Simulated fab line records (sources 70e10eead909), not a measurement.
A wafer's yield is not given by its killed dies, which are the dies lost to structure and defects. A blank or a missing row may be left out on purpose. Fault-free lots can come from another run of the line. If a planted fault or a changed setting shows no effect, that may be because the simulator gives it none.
What tool caused it? ; flow nand_harc ; 72 wafers from 24 lots sampled at 6 of the route's 1302 steps

== WHAT THE GAUGES SHOWED, per wafer ==
NHARC_P_M0_INSPECT_27. Usual: 292 for raw_defect_count, sd 120.
lot;measured;on;raw_defect_count;flag
L074;day 6 06:44;defect_inspect-02;251 380 208;
L075;day 6 17:41;defect_inspect-01;176 175 212;
L076;day 6 20:10;defect_inspect-01;501 427 333;
L077;day 7 18:42;defect_inspect-02;164 137 122;
L078;day 7 19:50;defect_inspect-02;419 371 239;
L079;day 8 07:20;defect_inspect-01;152 337 519;
L080;day 8 12:32;defect_inspect-02;409 349 365;
L081;day 9 04:22;defect_inspect-02;212 222 353;
L082;day 9 11:37;defect_inspect-02;477 429 561;
L084;day 10 04:24;defect_inspect-01;229 298 178;
L083;day 10 05:15;defect_inspect-02;220 409 241;
L085;day 10 16:13;defect_inspect-01;293 245 335;
L086;day 11 02:27;defect_inspect-02;260 490 547;
L089;day 12 08:47;defect_inspect-01;450 174 184;
L087;day 12 06:46;defect_inspect-01;200 176 141;
L088;day 12 07:05;defect_inspect-01;150 220 202;
L090;day 12 19:29;defect_inspect-01;218 230 180;
L091;day 13 07:46;defect_inspect-02;292 445 361;
L092;day 13 12:47;defect_inspect-02;520 449 724;
L093;day 13 23:35;defect_inspect-02;157 382 251;
L094;day 14 04:35;defect_inspect-01;455 219 304;
L095;day 14 23:16;defect_inspect-01;262 266 206;
L096;day 15 06:54;defect_inspect-01;170 104 143;
L097;day 15 15:58;defect_inspect-01;221 308 205;

NHARC_P_M1_OVL_MEAS_10: pitch 260 nm. Usual: overlay_x_nm 0.0 nm, standard deviation 0.5; overlay_y_nm 0.0 nm, standard deviation 0.95.
lot;measured;on;overlay_x_nm (nm);overlay_y_nm (nm);flag
L074;day 6 08:13;overlay-02;1.3 1.0 0.8;-0.4 -0.1 0.1;
L075;day 6 19:10;overlay-02;-0.6 -0.2 -0.4;0.2 0.5 0.8;
L076;day 6 21:46;overlay-01;0.3 0.0 0.4;1.8 1.4 1.2;
L077;day 7 20:04;overlay-01;-0.9 -1.1 -0.3;0.2 0.3 0.3;
L078;day 7 21:20;overlay-02;0.1 0.4 0.3;-0.6 -1.0 -0.5;
L079;day 8 08:41;overlay-01;0.7 1.0 0.2;-1.3 -2.2 -1.1;
L080;day 8 14:01;overlay-01;0.4 0.9 0.4;-0.3 -0.7 -1.0;
L081;day 9 06:08;overlay-01;0.0 -0.2 -0.6;1.1 0.2 0.8;
L082;day 9 12:58;overlay-01;0.4 0.0 0.0;0.7 0.9 0.3;
L084;day 10 05:53;overlay-02;0.1 0.1 -0.1;0.3 0.1 0.3;
L083;day 10 06:43;overlay-01;-0.6 -0.2 -1.0;0.1 0.9 0.0;
L085;day 10 17:55;overlay-02;0.6 0.5 0.5;1.0 0.5 0.8;
L086;day 11 03:57;overlay-02;0.0 -0.1 -0.4;-1.4 -1.0 -0.9;
L089;day 12 10:16;overlay-02;-1.1 -0.6 -0.8;-1.2 -1.3 -1.3;
L087;day 12 08:13;overlay-02;-0.1 -0.4 0.1;1.0 0.9 0.1;
L088;day 12 08:35;overlay-01;0.1 -0.3 0.0;-0.3 0.0 -0.2;
L090;day 12 20:51;overlay-01;-0.2 0.2 1.0;-0.8 -1.6 -1.7;
L091;day 13 09:15;overlay-02;-0.3 -0.4 -0.4;-0.8 -0.7 -1.1;
L092;day 13 14:17;overlay-02;0.4 0.7 0.7;-1.1 -1.8 -1.4;
L093;day 14 01:04;overlay-02;0.0 0.4 -0.1;0.5 1.0 0.9;
L094;day 14 06:04;overlay-01;0.1 -0.9 -0.4;1.7 1.4 2.0;
L095;day 15 00:37;overlay-01;-0.5 -0.5 -1.0;0.3 0.6 0.5;
L096;day 15 08:23;overlay-02;-0.2 -0.1 0.8;-0.9 -1.3 -1.1;
L097;day 15 17:34;overlay-01;-0.1 0.6 0.8;0.4 -0.3 0.4;

== WHICH TOOL RAN EACH LOT (tool, then ch and the chambers of the sampled wafers, then the start) ==
lot;NHARC_P_GATE_DESCUM_31;NHARC_P_GATE_DESCUM_93;NHARC_P_M0_PVD_21;NHARC_P_M0_DEP_32
L074;rie_diel-01 ch 2,3, day 5 04:00;rie_diel-02 ch 1,2, day 5 19:14;pvd_sputter-03, day 6 06:44 or earlier;pecvd-01 ch 0,1, day 6 06:55
L075;rie_diel-02 ch 0,3, day 5 14:37;rie_diel-09 ch 2,3, day 6 06:16;pvd_sputter-01, day 6 17:41 or earlier;pecvd-03 ch 0,2, day 6 17:50
L076;rie_diel-09 ch 0,1,3, day 5 16:46;rie_diel-01 ch 0,1,2, day 6 08:11;pvd_sputter-03, day 6 20:10 or earlier;pecvd-03 ch 0,2, day 6 20:33
L077;rie_diel-09 ch 2,3, day 6 12:52;rie_diel-01 ch 0,2, day 7 06:30;pvd_sputter-03, day 7 18:42 or earlier;pecvd-03 ch 0,2, day 7 18:56
L078;rie_diel-02 ch 0,1,2, day 6 17:09;rie_diel-09 ch 0,3, day 7 08:19;pvd_sputter-02, day 7 19:50 or earlier;pecvd-02 ch 0,2, day 7 20:04
L079;rie_diel-02 ch 0,1,3, day 7 02:00;rie_diel-02 ch 2,3, day 7 19:59;pvd_sputter-01, day 8 07:20 or earlier;pecvd-03 ch 0,1,2, day 8 07:34
L080;rie_diel-02 ch 1,2,3, day 7 09:53;rie_diel-02 ch 0,3, day 8 01:08;pvd_sputter-01, day 8 12:32 or earlier;pecvd-01 ch 1,2, day 8 12:46
L081;rie_diel-01 ch 0,1,2, day 8 01:34;rie_diel-01 ch 0,1,3, day 8 16:59;pvd_sputter-02, day 9 04:22 or earlier;pecvd-02 ch 0,1, day 9 04:44
L082;rie_diel-02 ch 0,1,2, day 8 09:04;rie_diel-02 ch 0,2,3, day 9 00:23;pvd_sputter-01, day 9 11:37 or earlier;pecvd-03 ch 0,1, day 9 11:51
L084;rie_diel-02 ch 0,1,3, day 9 01:29;rie_diel-09 ch 1,2, day 9 16:57;pvd_sputter-01, day 10 04:24 or earlier;pecvd-01 ch 0,1, day 10 04:35
L083;rie_diel-01 ch 0,3, day 9 02:07;rie_diel-02 ch 1,2,3, day 9 17:46;pvd_sputter-02, day 10 05:15 or earlier;pecvd-02 ch 1,2, day 10 05:26
L085;rie_diel-09 ch 0,1,2, day 9 13:37;rie_diel-09 ch 0,2,3, day 10 04:52;pvd_sputter-02, day 10 16:13 or earlier;pecvd-03 ch 1,2, day 10 16:25
L086;rie_diel-09 ch 1,2, day 9 23:09;rie_diel-01 ch 0,3, day 10 14:35;pvd_sputter-01, day 11 02:27 or earlier;pecvd-02 ch 0,1,2, day 11 02:43
L089;rie_diel-02 ch 0,1,2, day 11 03:17;rie_diel-01 ch 0,2,3, day 11 21:04;pvd_sputter-03, day 12 08:47 or earlier;pecvd-02 ch 0,2, day 12 08:56
L087;rie_diel-01 ch 2,3, day 11 03:42;rie_diel-01 ch 1,2, day 11 18:48;pvd_sputter-01, day 12 06:46 or earlier;pecvd-02 ch 0,1,2, day 12 06:54
L088;rie_diel-02 ch 0,2,3, day 11 03:59;rie_diel-02 ch 0,3, day 11 19:33;pvd_sputter-03, day 12 07:05 or earlier;pecvd-02 ch 0,1,2, day 12 07:14
L090;rie_diel-02 ch 0,3, day 11 16:47;rie_diel-02 ch 0,1,2, day 12 08:16;pvd_sputter-03, day 12 19:29 or earlier;pecvd-01 ch 0,1,2, day 12 19:46
L091;rie_diel-02 ch 2,3, day 12 04:58;rie_diel-09 ch 1,2,3, day 12 20:20;pvd_sputter-02, day 13 07:46 or earlier;pecvd-01 ch 0,1, day 13 07:57
L092;rie_diel-01 ch 1,2, day 12 09:43;rie_diel-01 ch 0,2,3, day 13 01:16;pvd_sputter-02, day 13 12:47 or earlier;pecvd-03 ch 0,1, day 13 12:55
L093;rie_diel-09 ch 0,1,2, day 12 20:46;rie_diel-01 ch 2,3, day 13 12:10;pvd_sputter-03, day 13 22:11;pecvd-02 ch 0,1,2, day 13 23:49
L094;rie_diel-01 ch 0,2,3, day 13 02:01;rie_diel-02 ch 1,2,3, day 13 17:23;pvd_sputter-02, day 14 04:35 or earlier;pecvd-02 ch 0,2, day 14 04:47
L095;rie_diel-09 ch 0,1,2, day 13 20:13;rie_diel-01 ch 0,1,3, day 14 11:41;pvd_sputter-02, day 14 23:16 or earlier;pecvd-03 ch 1,2, day 14 23:30
L096;rie_diel-02 ch 0,1,2, day 14 04:14;rie_diel-01 ch 1,2, day 14 19:37;pvd_sputter-03, day 15 06:54 or earlier;pecvd-01 ch 0,1,2, day 15 07:03
L097;rie_diel-01 ch 1,3, day 14 12:56;rie_diel-09 ch 1,3, day 15 04:22;pvd_sputter-02, day 15 15:58 or earlier;pecvd-02 ch 0,1, day 15 16:09
- NHARC_P_GATE_DESCUM_31: chemistry O2, time 3 s.
- NHARC_P_GATE_DESCUM_93: chemistry O2, time 3 s.
- NHARC_P_M0_PVD_21: deposits Cu, target thk 30 nm, time 20.49 s.
- NHARC_P_M0_DEP_32: deposits SiCN, target thk 30 nm.

== AS READ BY THE TOOLS THEMSELVES (means over the sampled wafers that have a number; for cases with no such wafer, the mark the record gives instead) ==
NHARC_P_GATE_DESCUM_31. Usual: drypump_motor_current_A 5.8 A, standard deviation 0.48; oes_product_au 1.000 a.u., standard deviation 0.01; rf_vpp_V 57.7 V, standard deviation 0.93; showerhead_plenum_p_Torr 1.89 Torr, standard deviation 0.08; throttle_valve_pct 11.311 %, standard deviation 0.009.
lot;tool;drypump_motor_current_A (A);oes_product_au (a.u.);rf_vpp_V (V);showerhead_plenum_p_Torr (Torr);throttle_valve_pct (%);flag
L074;rie_diel-01;5.2;1.002;57.2;1.91;11.312;
L075;rie_diel-02;5.3;0.996;57.9;1.96;11.311;
L076;rie_diel-09;6.0;0.989;57.1;1.90;11.304;
L077;rie_diel-09;6.2;1.011;57.4;1.79;11.308;
L078;rie_diel-02;5.7;0.995;58.0;1.83;11.314;
L079;rie_diel-02;5.7;1.004;57.7;1.91;11.313;
L080;rie_diel-02;5.7;1.004;58.0;1.88;11.309;
L081;rie_diel-01;5.8;1.007;57.5;1.90;11.313;
L082;rie_diel-02;5.7;1.001;58.6;1.83;11.308;
L084;rie_diel-02;5.7;0.999;56.9;1.91;11.304;
L083;rie_diel-01;6.2;1.002;57.9;1.95;11.303;
L085;rie_diel-09;6.0;0.992;57.8;1.90;11.316;
L086;rie_diel-09;6.2;1.013;58.0;1.87;11.315;
L089;rie_diel-02;5.7;0.996;57.6;1.83;11.313;
L087;rie_diel-01;5.2;1.000;57.9;1.91;11.318;
L088;rie_diel-02;5.4;1.013;57.9;1.88;11.314;
L090;rie_diel-02;5.3;1.017;58.0;1.96;11.310;
L091;rie_diel-02;5.3;1.009;57.9;1.93;11.309;
L092;rie_diel-01;5.7;1.009;57.6;1.86;11.315;
L093;rie_diel-09;6.0;1.000;57.7;1.90;11.324;
L094;rie_diel-01;5.7;0.990;57.9;1.92;11.311;
L095;rie_diel-09;6.0;0.987;58.3;1.90;11.308;
L096;rie_diel-02;5.7;0.995;56.8;1.83;11.303;
L097;rie_diel-01;5.9;0.995;57.5;1.90;11.317;

NHARC_P_GATE_DESCUM_93. Usual: drypump_motor_current_A 5.8 A, standard deviation 0.5; oes_product_au 0.999 a.u., standard deviation 0.011; rf_vpp_V 57.7 V, standard deviation 0.85; showerhead_plenum_p_Torr 1.89 Torr, standard deviation 0.075; throttle_valve_pct 11.311 %, standard deviation 0.0098.
lot;tool;drypump_motor_current_A (A);oes_product_au (a.u.);rf_vpp_V (V);showerhead_plenum_p_Torr (Torr);throttle_valve_pct (%);flag
L074;rie_diel-02;6.0;0.991;57.1;1.83;11.309;
L075;rie_diel-09;6.2;1.011;56.8;1.79;11.313;
L076;rie_diel-01;5.8;0.999;57.0;1.90;11.318;
L077;rie_diel-01;5.9;0.994;57.4;1.94;11.315;
L078;rie_diel-09;5.8;1.012;58.1;1.86;11.311;
L079;rie_diel-02;5.3;1.009;58.2;1.93;11.315;
L080;rie_diel-02;5.4;1.005;58.1;1.91;11.305;
L081;rie_diel-01;6.1;0.997;57.4;1.91;11.311;
L082;rie_diel-02;5.4;0.997;57.1;1.88;11.308;
L084;rie_diel-09;6.2;0.997;59.2;1.87;11.318;
L083;rie_diel-02;5.6;0.993;57.7;1.88;11.304;
L085;rie_diel-09;6.0;1.009;57.0;1.82;11.316;
L086;rie_diel-01;6.0;0.983;57.1;1.94;11.303;
L089;rie_diel-01;5.7;0.992;58.5;1.93;11.319;
L087;rie_diel-01;5.3;1.003;57.4;1.88;11.319;
L088;rie_diel-02;5.4;1.014;57.2;1.91;11.320;
L090;rie_diel-02;5.7;0.997;57.1;1.83;11.306;
L091;rie_diel-09;6.2;1.008;57.6;1.86;11.309;
L092;rie_diel-01;5.7;0.992;57.2;1.93;11.311;
L093;rie_diel-01;5.5;0.989;58.2;1.92;11.308;
L094;rie_diel-02;5.7;1.005;57.0;1.88;11.310;
L095;rie_diel-01;6.1;0.996;57.7;1.91;11.313;
L096;rie_diel-01;5.8;1.007;57.6;1.86;11.303;
L097;rie_diel-09;6.3;1.000;57.4;1.86;11.315;

NHARC_P_M0_PVD_21. Usual: 29.5 % for throttle_valve_pct, sd 1.
lot;tool;throttle_valve_pct (%);flag
L074;pvd_sputter-03;29.4;
L075;pvd_sputter-01;29.5;
L076;pvd_sputter-03;29.6;
L077;pvd_sputter-03;28.4;
L078;pvd_sputter-02;29.8;
L079;pvd_sputter-01;30.1;
L080;pvd_sputter-01;29.4;
L081;pvd_sputter-02;30.1;
L082;pvd_sputter-01;28.6;
L084;pvd_sputter-01;29.2;
L083;pvd_sputter-02;29.7;
L085;pvd_sputter-02;29.8;
L086;pvd_sputter-01;30.0;
L089;pvd_sputter-03;29.6;
L087;pvd_sputter-01;30.0;
L088;pvd_sputter-03;28.7;
L090;pvd_sputter-03;29.3;
L091;pvd_sputter-02;29.6;
L092;pvd_sputter-02;29.8;
L093;pvd_sputter-03;29.0;
L094;pvd_sputter-02;29.8;
L095;pvd_sputter-02;29.5;
L096;pvd_sputter-03;29.7;
L097;pvd_sputter-02;29.9;

NHARC_P_M0_DEP_32. Usual: 621 W for heater_power_w, sd 85.
lot;tool;heater_power_w (W);flag
L074;pecvd-01;575;
L075;pecvd-03;501;
L076;pecvd-03;457;
L077;pecvd-03;481;
L078;pecvd-02;715;
L079;pecvd-03;565;
L080;pecvd-01;623;
L081;pecvd-02;684;
L082;pecvd-03;658;
L084;pecvd-01;578;
L083;pecvd-02;715;
L085;pecvd-03;698;
L086;pecvd-02;670;
L089;pecvd-02;670;
L087;pecvd-02;628;
L088;pecvd-02;642;
L090;pecvd-01;580;
L091;pecvd-01;574;
L092;pecvd-03;589;
L093;pecvd-02;642;
L094;pecvd-02;611;
L095;pecvd-03;719;
L096;pecvd-01;592;
L097;pecvd-02;718;

== THE ANSWER, worked out from the rows above alone ==
Rule: lot off if the mean of its wafers having a number is beyond 3 standard deviations from the usual mean. Also off: a lot with no number at a reading for which 4 or more lots have one. The other lots that the step has rows for count as sound. The gauges are gone through in route order, then the tools' own readings, and for those a lot's mean is taken as printed above. The first step at which some lot is off is used, and at that step the reading that is off furthest; a lot without a number counts as furthest.
Across all readings shown, no lot is off: no conclusion can be drawn from this.

== WHAT WAS PUT IN BY THE SIMULATOR ==
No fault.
